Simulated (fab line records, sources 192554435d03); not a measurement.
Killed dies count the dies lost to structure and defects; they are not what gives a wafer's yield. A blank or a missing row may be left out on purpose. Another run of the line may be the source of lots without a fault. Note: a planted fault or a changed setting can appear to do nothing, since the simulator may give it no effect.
fab line records + flow n5Finfet
record
- lots=11
- wafers=29
- lastDay=17
route steps=1938 shown HKMG_FIN@385 BEOL_M4@1095 PASSIVATION@1936
lots with no fault: from the same line, run without faults
startH: the number of hours between the record's first day and the start of the first shown wafer of the lot + waitH: time in hours since the lot's previous step + " unchanged from the row above + L1.1+2: a row that stands for several wafers + - no value present, or no start provided + * or withheld: withheld + < > ~ a bound
route shown NAME@n: a module of which the file shows steps, and the number in the route of the first + usual: mean/standard deviation of fault-free wafers + same: alike in all rows + chamber/n: place in a boat + sites: per-site readings + _std_site: the values' standard deviation + _edge_site: outer sites' mean less inner sites' + radiusMm: how far each site lies from the wafer's centre + mask NAME#n: copy n + behind: the last tool/chamber to shape the wafer + hold: cause of the lot's hold/its duration in hours/its outcome + device: whichever transistor did not switch (one of n, p or np) + end of line: the route-end tests of the same wafers + where a step has no rows: the recipe by itself + killed: the dies lost at the first sort to structure and to defects; this is not the yield of the wafer + map: shows each die of a wafer: x if killed, . if not, _ if none is there
set.NAME: the setting as run; set.NAME@STEP: as run at that earlier step + model.NAME: the simulator's own value behind a step, which no gauge read
route steps across a sampled set of lots; one table per step, one row per wafer
services: the hour from which a tool's chamber was out of use, counted from the record's first day as startH (under 0 if before that day), plus the number of hours and why
## steps
# step N5_HKMG_FIN_IL_REGROW_00
# recipe
- material=SiO2
- targetThkA=7.5
- chemistry=O3
- tempC=withheld
- timeS=30
| lot.wafer  | tool     | chamber | startH | waitH |
|------------|----------|---------|--------|-------|
| L978.1+3+4 | aldHk-01 | 2,1,0   | 85.00  | 0.0   |
| L979.2+4+5 | aldHk-02 | 0,2,0   | 90.37  | 0.0   |
| L981.2+3+5 | aldHk-02 | 3,2,3   | 100.03 | 0.0   |
| L982.1+5+6 | aldHk-03 | 0,2,3   | 110.67 | 0.0   |
| L984.1+4+6 | aldHk-02 | 3,0,1   | 122.30 | 0.0   |
| L985.1+5   | aldHk-02 | 1,2     | 133.09 | 0.0   |
| L986.1+2+4 | aldHk-02 | 3,2,0   | 137.31 | 0.0   |
| L987.5+6   | aldHk-02 | 0,3     | 143.98 | 0.1   |
| L993.3+4   | aldHk-02 | 1,3     | 176.78 | 0.0   |
| L994.3+6   | aldHk-02 | 3       | 181.41 | 0.0   |
| L999.1+3+5 | aldHk-01 | 3,1,1   | 208.99 | 0.0   |
# step N5_BEOL_M4_ANNEAL_91
# recipe
- tempC=400
- timeS=240
- ambient=vacuum
# usual
- heaterPowerW=812/80
- susceptorTempC=400.02/0.22
| lot.wafer | tool          | chamber | startH | waitH | heaterPowerW | susceptorTempC |
|-----------|---------------|---------|--------|-------|--------------|----------------|
| L978.1    | pvdSputter-02 | -       | 175.03 | 0.0   | 854          | 400.14         |
| L978.3    | "             | -       | "      | "     | 817          | 400.50         |
| L978.4    | "             | -       | "      | "     | 879          | 400.46         |
| L979.2    | pvdSputter-01 | -       | 175.69 | 0.0   | 904          | 400.16         |
| L979.4    | "             | -       | "      | "     | 886          | 399.96         |
| L979.5    | "             | -       | "      | "     | 863          | 399.65         |
| L981.2    | pvdSputter-01 | -       | 192.80 | 0.0   | 704          | 400.00         |
| L981.3    | "             | -       | "      | "     | 846          | 400.14         |
| L981.5    | "             | -       | "      | "     | 884          | 399.95         |
| L982.1    | pvdSputter-03 | -       | 197.99 | 0.0   | 811          | 400.11         |
| L982.5    | "             | -       | "      | "     | 753          | 400.14         |
| L982.6    | "             | -       | "      | "     | 852          | 399.55         |
| L984.1    | pvdSputter-01 | -       | 217.37 | 0.0   | 890          | 399.89         |
| L984.4    | "             | -       | "      | "     | 866          | 399.99         |
| L984.6    | "             | -       | "      | "     | 893          | 400.27         |
| L985.1    | pvdSputter-03 | -       | 219.17 | 0.0   | 753          | 400.03         |
| L985.5    | "             | -       | "      | "     | 885          | 399.69         |
| L986.1    | pvdSputter-02 | -       | 219.49 | 0.0   | 787          | 399.80         |
| L986.2    | "             | -       | "      | "     | 838          | 399.91         |
| L986.4    | "             | -       | "      | "     | 867          | 400.20         |
| L987.5    | pvdSputter-02 | -       | 224.99 | 0.1   | 905          | 399.72         |
| L987.6    | "             | -       | "      | "     | 869          | 400.39         |
| L993.3    | pvdSputter-01 | -       | 267.73 | 0.0   | 929          | 400.12         |
| L993.4    | "             | -       | "      | "     | 841          | 399.93         |
| L994.3    | pvdSputter-03 | -       | 272.34 | 0.0   | 870          | 400.13         |
| L994.6    | "             | -       | "      | "     | 754          | 400.12         |
| L999.1    | pvdSputter-01 | -       | 319.54 | 0.0   | 694          | 399.60         |
| L999.3    | "             | -       | "      | "     | 852          | 399.85         |
| L999.5    | "             | -       | "      | "     | 841          | 400.39         |
# step N5_BEOL_M4_SPUTTER_94
# recipe
- material=Cu
- targetThkA=45
- tempC=-20
- chamberPressurePa=0.07
- powerW=withheld
- timeS=8.29
# usual
- susceptorTempC=-20.00/0.11
- throttleValvePct=29.6/1.2
| lot.wafer | tool          | chamber | startH | waitH | susceptorTempC | throttleValvePct |
|-----------|---------------|---------|--------|-------|----------------|------------------|
| L978.1    | pvdSputter-02 | -       | 175.39 | 0.1   | -20.12         | 30.0             |
| L978.3    | "             | -       | "      | "     | -20.11         | 30.1             |
| L978.4    | "             | -       | "      | "     | -19.92         | 28.7             |
| L979.2    | pvdSputter-01 | -       | 176.05 | 0.1   | -20.01         | 30.2             |
| L979.4    | "             | -       | "      | "     | -20.10         | 27.4             |
| L979.5    | "             | -       | "      | "     | -20.10         | 27.7             |
| L981.2    | pvdSputter-01 | -       | 193.16 | 0.1   | -20.02         | 29.1             |
| L981.3    | "             | -       | "      | "     | -20.05         | 27.9             |
| L981.5    | "             | -       | "      | "     | -20.08         | 27.6             |
| L982.1    | pvdSputter-03 | -       | 198.35 | 0.1   | -19.97         | 29.4             |
| L982.5    | "             | -       | "      | "     | -20.17         | 30.8             |
| L982.6    | "             | -       | "      | "     | -19.97         | 32.1             |
| L984.1    | pvdSputter-01 | -       | 217.73 | 0.1   | -19.96         | 27.6             |
| L984.4    | "             | -       | "      | "     | -19.99         | 27.9             |
| L984.6    | "             | -       | "      | "     | -20.10         | 27.6             |
| L985.1    | pvdSputter-03 | -       | 219.53 | 0.1   | -20.00         | 31.2             |
| L985.5    | "             | -       | "      | "     | -19.98         | 31.8             |
| L986.1    | pvdSputter-02 | -       | 219.89 | 0.1   | -19.99         | 29.8             |
| L986.2    | "             | -       | "      | "     | -20.19         | 30.1             |
| L986.4    | "             | -       | "      | "     | -19.98         | 28.6             |
| L987.5    | pvdSputter-02 | -       | 225.36 | 0.0   | -20.00         | 28.9             |
| L987.6    | "             | -       | "      | "     | -19.83         | 29.9             |
| L993.3    | pvdSputter-01 | -       | 268.09 | 0.1   | -19.93         | 30.2             |
| L993.4    | "             | -       | "      | "     | -19.93         | 28.0             |
| L994.3    | pvdSputter-03 | -       | 272.70 | 0.1   | -20.14         | 31.8             |
| L994.6    | "             | -       | "      | "     | -20.02         | 31.1             |
| L999.1    | pvdSputter-01 | -       | 319.93 | 0.1   | -20.14         | 29.4             |
| L999.3    | "             | -       | "      | "     | -19.76         | 27.3             |
| L999.5    | "             | -       | "      | "     | -19.94         | 28.3             |
# step N5_BEOL_M4_SPUTTER_96
# recipe
- material=Cu
- targetThkA=45
- tempC=-20
- chamberPressurePa=0.07
- powerW=withheld
- timeS=8.29
# usual
- susceptorTempC=-20.00/0.1
- throttleValvePct=29.6/1.2
| lot.wafer | tool          | chamber | startH | waitH | susceptorTempC | throttleValvePct |
|-----------|---------------|---------|--------|-------|----------------|------------------|
| L978.1    | pvdSputter-02 | -       | 175.61 | 0.1   | -19.91         | 30.0             |
| L978.3    | "             | -       | "      | "     | -20.18         | 29.9             |
| L978.4    | "             | -       | "      | "     | -19.98         | 29.0             |
| L979.2    | pvdSputter-01 | -       | 176.27 | 0.1   | -19.84         | 30.4             |
| L979.4    | "             | -       | "      | "     | -19.89         | 27.6             |
| L979.5    | "             | -       | "      | "     | -20.05         | 27.2             |
| L981.2    | pvdSputter-01 | -       | 193.38 | 0.1   | -20.03         | 29.4             |
| L981.3    | "             | -       | "      | "     | -19.90         | 27.8             |
| L981.5    | "             | -       | "      | "     | -19.99         | 27.3             |
| L982.1    | pvdSputter-03 | -       | 198.57 | 0.1   | -20.01         | 29.2             |
| L982.5    | "             | -       | "      | "     | -20.11         | 31.0             |
| L982.6    | "             | -       | "      | "     | -19.88         | 31.7             |
| L984.1    | pvdSputter-01 | -       | 217.95 | 0.1   | -20.02         | 27.5             |
| L984.4    | "             | -       | "      | "     | -19.86         | 28.2             |
| L984.6    | "             | -       | "      | "     | -19.89         | 27.5             |
| L985.1    | pvdSputter-03 | -       | 219.75 | 0.1   | -20.05         | 31.2             |
| L985.5    | "             | -       | "      | "     | -20.12         | 31.5             |
| L986.1    | pvdSputter-02 | -       | 220.14 | 0.1   | -20.14         | 30.3             |
| L986.2    | "             | -       | "      | "     | -20.04         | 29.9             |
| L986.4    | "             | -       | "      | "     | -20.02         | 28.7             |
| L987.5    | pvdSputter-02 | -       | 225.61 | 0.0   | -19.91         | 29.0             |
| L987.6    | "             | -       | "      | "     | -20.00         | 30.3             |
| L993.3    | pvdSputter-01 | -       | 268.31 | 0.1   | -20.03         | 30.4             |
| L993.4    | "             | -       | "      | "     | -19.92         | 28.2             |
| L994.3    | pvdSputter-03 | -       | 272.92 | 0.1   | -19.95         | 31.6             |
| L994.6    | "             | -       | "      | "     | -19.78         | 31.1             |
| L999.1    | pvdSputter-01 | -       | 320.16 | 0.1   | -19.98         | 29.1             |
| L999.3    | "             | -       | "      | "     | -20.08         | 27.4             |
| L999.5    | "             | -       | "      | "     | -20.07         | 28.3             |
# step N5_BEOL_M4_RC_MEAS_101
# usual
- DIBL_N=36.1/1.5
- DIBL_P=36.1/1.9
- EOT_N=10.53/0.1
- EOT_P=10.49/0.095
- IGATE_N=0.0128/0.002
- IGATE_P=0.0038/0.00061
- IOFF_N=0.159/0.029
- IOFF_P=0.21/0.038
- ION_N=675/11
- ION_P=464/8.1
- SS_N=71.5/0.57
- SS_P=73.3/0.64
- VT_N=249/3.1
- VT_P=-250/3.8
| lot.wafer | tool      | chamber | startH | waitH | DIBL_N[mV/V] | DIBL_P[mV/V] | EOT_N | EOT_P | IGATE_N[nA/um] | IGATE_P[nA/um] | IOFF_N[nA/um] | IOFF_P[nA/um] | ION_N[uA/um] | ION_P[uA/um] | SS_N[mV/dec] | SS_P[mV/dec] | VT_N[mV] | VT_P[mV] |
|-----------|-----------|---------|--------|-------|--------------|--------------|-------|-------|----------------|----------------|---------------|---------------|--------------|--------------|--------------|--------------|----------|----------|
| L978.1    | prober-02 | 0       | 176.70 | 0.0   | 33.6         | 32.4         | 10.64 | 10.56 | 0.0116         | 0.0034         | 0.118         | 0.18          | 668          | 461          | 71.4         | 72.6         | 257      | -248     |
| L978.3    | "         | 0       | "      | "     | 35.6         | 35.8         | 10.70 | 10.63 | 0.0088         | 0.0026         | 0.147         | 0.22          | 680          | 471          | 72.0         | 73.4         | 251      | -249     |
| L978.4    | "         | 0       | "      | "     | 36.6         | 36.9         | 10.55 | 10.58 | 0.0133         | 0.0039         | 0.173         | 0.24          | 691          | 471          | 72.1         | 73.4         | 248      | -249     |
| L979.2    | prober-01 | 0       | 177.54 | 0.2   | 37.8         | 37.3         | 10.61 | 10.52 | 0.0095         | 0.0029         | 0.161         | 0.24          | 666          | 464          | 71.8         | 73.8         | 249      | -246     |
| L979.4    | "         | 0       | "      | "     | 35.9         | 34.2         | 10.47 | 10.33 | 0.0167         | 0.0050         | 0.137         | 0.19          | 672          | 462          | 72.3         | 72.5         | 250      | -249     |
| L979.5    | "         | 0       | "      | "     | 36.7         | 36.4         | 10.52 | 10.41 | 0.0119         | 0.0036         | 0.148         | 0.22          | 654          | 454          | 71.5         | 73.3         | 253      | -247     |
| L981.2    | prober-01 | 0       | 194.65 | 0.2   | 34.6         | 34.2         | 10.34 | 10.40 | 0.0146         | 0.0042         | 0.129         | 0.18          | 665          | 463          | 71.2         | 72.7         | 252      | -254     |
| L981.3    | "         | 0       | "      | "     | 37.2         | 38.0         | 10.50 | 10.55 | 0.0118         | 0.0035         | 0.189         | 0.25          | 684          | 471          | 72.2         | 74.2         | 248      | -248     |
| L981.5    | "         | 0       | "      | "     | 35.8         | 36.5         | 10.58 | 10.46 | 0.0120         | 0.0035         | 0.154         | 0.22          | 676          | 469          | 71.4         | 73.1         | 248      | -250     |
| L982.1    | prober-02 | 0       | 199.70 | 0.0   | 38.1         | 37.4         | 10.47 | 10.42 | 0.0151         | 0.0045         | 0.169         | 0.23          | 670          | 461          | 72.0         | 73.6         | 250      | -250     |
| L982.5    | "         | 0       | "      | "     | 36.5         | 35.2         | 10.47 | 10.39 | 0.0168         | 0.0050         | 0.151         | 0.20          | 679          | 469          | 71.3         | 73.0         | 249      | -250     |
| L982.6    | "         | 0       | "      | "     | 37.6         | 35.9         | 10.52 | 10.34 | 0.0139         | 0.0041         | 0.170         | 0.20          | 669          | 458          | 71.9         | 73.2         | 247      | -251     |
| L984.1    | prober-02 | 0       | 219.08 | 0.0   | 37.8         | 38.2         | 10.58 | 10.54 | 0.0128         | 0.0039         | 0.171         | 0.24          | 679          | 470          | 72.0         | 74.1         | 250      | -249     |
| L984.4    | "         | 0       | "      | "     | 37.4         | 37.0         | 10.57 | 10.56 | 0.0119         | 0.0036         | 0.156         | 0.21          | 670          | 456          | 71.8         | 73.5         | 254      | -249     |
| L984.6    | "         | 0       | "      | "     | 36.2         | 36.6         | 10.71 | 10.70 | 0.0102         | 0.0031         | 0.140         | 0.21          | 657          | 465          | 71.6         | 73.0         | 249      | -250     |
| L985.1    | prober-02 | 0       | 220.88 | 0.0   | 37.8         | 37.7         | 10.64 | 10.74 | 0.0104         | 0.0031         | 0.172         | 0.25          | 677          | 474          | 71.8         | 73.7         | 247      | -246     |
| L985.5    | "         | 0       | "      | "     | 36.9         | 36.1         | 10.60 | 10.60 | 0.0122         | 0.0037         | 0.151         | 0.23          | 676          | 466          | 71.4         | 73.1         | 249      | -247     |
| L986.1    | prober-01 | 0       | 221.25 | 0.0   | 38.4         | 39.8         | 10.55 | 10.71 | 0.0100         | 0.0030         | 0.223         | 0.27          | 690          | 473          | 71.5         | 73.7         | 245      | -246     |
| L986.2    | "         | 0       | "      | "     | 35.0         | 35.6         | 10.60 | 10.55 | 0.0105         | 0.0032         | 0.157         | 0.22          | 676          | 471          | 71.9         | 73.3         | 247      | -249     |
| L986.4    | "         | 0       | "      | "     | 34.1         | 34.0         | 10.57 | 10.56 | 0.0108         | 0.0033         | 0.149         | 0.19          | 677          | 467          | 71.1         | 72.8         | 247      | -251     |
| L987.5    | prober-01 | 0       | 227.34 | 0.6   | 36.3         | 36.1         | 10.51 | 10.38 | 0.0132         | 0.0040         | 0.173         | 0.26          | 686          | 468          | 70.9         | 73.7         | 246      | -244     |
| L987.6    | "         | 0       | "      | "     | 37.4         | 37.4         | 10.62 | 10.55 | 0.0106         | 0.0032         | 0.209         | 0.29          | 695          | 477          | 72.2         | 74.1         | 245      | -241     |
| L993.3    | prober-01 | 0       | 269.83 | 0.3   | 35.3         | 36.3         | 10.20 | 10.31 | 0.0233         | 0.0070         | 0.139         | 0.17          | 668          | 449          | 71.4         | 72.6         | 255      | -257     |
| L993.4    | "         | 0       | "      | "     | 36.9         | 37.5         | 10.61 | 10.59 | 0.0119         | 0.0037         | 0.166         | 0.19          | 676          | 460          | 72.4         | 73.6         | 248      | -254     |
| L994.3    | prober-01 | 0       | 274.37 | 0.3   | 34.9         | 36.9         | 10.19 | 10.10 | 0.0268         | 0.0081         | 0.167         | 0.22          | 690          | 471          | 71.7         | 72.6         | 248      | -249     |
| L994.6    | "         | 0       | "      | "     | 37.3         | 39.1         | 10.64 | 10.54 | 0.0106         | 0.0031         | 0.206         | 0.26          | 689          | 468          | 72.0         | 74.1         | 244      | -247     |
| L999.1    | prober-01 | 0       | 321.45 | 0.0   | 36.2         | 36.8         | 10.46 | 10.55 | 0.0137         | 0.0042         | 0.181         | 0.23          | 684          | 469          | 71.1         | 73.3         | 247      | -247     |
| L999.3    | "         | 0       | "      | "     | 36.6         | 36.4         | 10.60 | 10.56 | 0.0105         | 0.0032         | 0.180         | 0.23          | 680          | 468          | 70.9         | 72.5         | 246      | -248     |
| L999.5    | "         | 0       | "      | "     | 34.8         | 36.0         | 10.56 | 10.57 | 0.0123         | 0.0036         | 0.168         | 0.23          | 686          | 473          | 71.5         | 73.6         | 244      | -247     |
# step N5_PASSIVATION_PROBE_49
# usual
- defectLimitedYield=91.5/1.6
- killed_at_M0_to_M3=33/10
- killed_at_M4_up=13/5.6
- killedAtContacts=13/6
- killedAtFrontEnd=39/12
- killedAtOther=3.0/2.8
- killedDies=101/19
- killedOpen=65/13
- killedShort=32/8.3
- sort_bin_5_function=5.0/1
- sort_bin_6_memory=3.1/0.69
- sortNPass=1079/19
- sortYieldPct=91.5/1.6
# same
- grossDies=1180
- killedAtBackSide=0
- sort_bin_4_leakage[%]=0
- sort_bin_8_speed[%]=0
| lot.wafer | tool      | chamber | startH | waitH | defectLimitedYield[%] | killed_at_M0_to_M3 | killed_at_M4_up | killedAtContacts | killedAtFrontEnd | killedAtOther | killedDies | killedOpen | killedShort | sort_bin_5_function[%] | sort_bin_6_memory[%] | sortNPass | sortYieldPct[%] |
|-----------|-----------|---------|--------|-------|-----------------------|--------------------|-----------------|------------------|------------------|---------------|------------|------------|-------------|------------------------|----------------------|-----------|-----------------|
| L994.3    | prober-01 | -       | 376.99 | 0.1   | 93.1                  | 18                 | 9               | 17               | 36               | 1             | 81         | 51         | 19          | 3.8                    | 2.0                  | 1099      | 93.1            |
# killed by level:class
L994.3 MOL_CONTACT_COAG:geometricParticle:open=14 HKMG_FIN:areaEtch=10 BEOL_M2:geometricParticle:open=7 BEOL_M3:geometricParticle:open=5 BEOL_M4:geometricParticle:open=5 DUMMY_GATE:geometricParticle:open=4 BEOL_M0_SAQP:geometricParticle:open=4 FIN_SAQP:geometricParticle:open=3
## services
| tool     | chamber | startH | hours | kind   |
|----------|---------|--------|-------|--------|
| aldHk-03 | -       | 112.21 | 0.3   | repair |
| aldHk-03 | -       | 186.27 | 6.0   | pm     |
| aldHk-03 | -       | 248.63 | 2.1   | repair |
| aldHk-02 | -       | 273.00 | 2.8   | pm     |
| aldHk-01 | -       | 284.72 | 2.8   | pm     |
## key
firstSign
- step=N5_BEOL_M4_RC_MEAS_101
- reading=IGATE_P
- direction=up
- sigmas=6.1
- usual=0.0038
- struck=0.0075
effect
- step=N5_BEOL_M4_RC_MEAS_101
- reading=IGATE_N
- direction=up
- sigmas=6
- usual=0.0128
- struck=0.0251
effect
- step=N5_BEOL_M4_RC_MEAS_101
- reading=EOT_N
- direction=down
- sigmas=3.3
- usual=10.53
- struck=10.19
effect
- step=N5_BEOL_M4_RC_MEAS_101
- reading=EOT_P
- direction=down
- sigmas=3
- usual=10.49
- struck=10.20
metAt N5_HKMG_FIN_IL_REGROW_00
struckLots L993,L994
struckWafers L993.3,L994.3
baselineLoss
- step=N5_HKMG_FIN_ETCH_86
- wafers=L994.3
notActingAt N5_BEOL_M4_ANNEAL_91,N5_BEOL_M4_SPUTTER_94,N5_BEOL_M4_SPUTTER_96
onsetBetween 143.98 176.78
fault
- kind=processParameterDrift
- tool=aldHk-02
- chamber=-
- onsetH=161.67
- steps=N5_HKMG_FIN_IL_REGROW_00
- channel=timeS
- offset=*
- shape=step
- endH=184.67
- scope=struckWafersOnly
- stated=*
# baselineLoss: these wafers lose ten dies or more at that step, a loss of the line's own and not of a fault; the sort's usual values leave them out
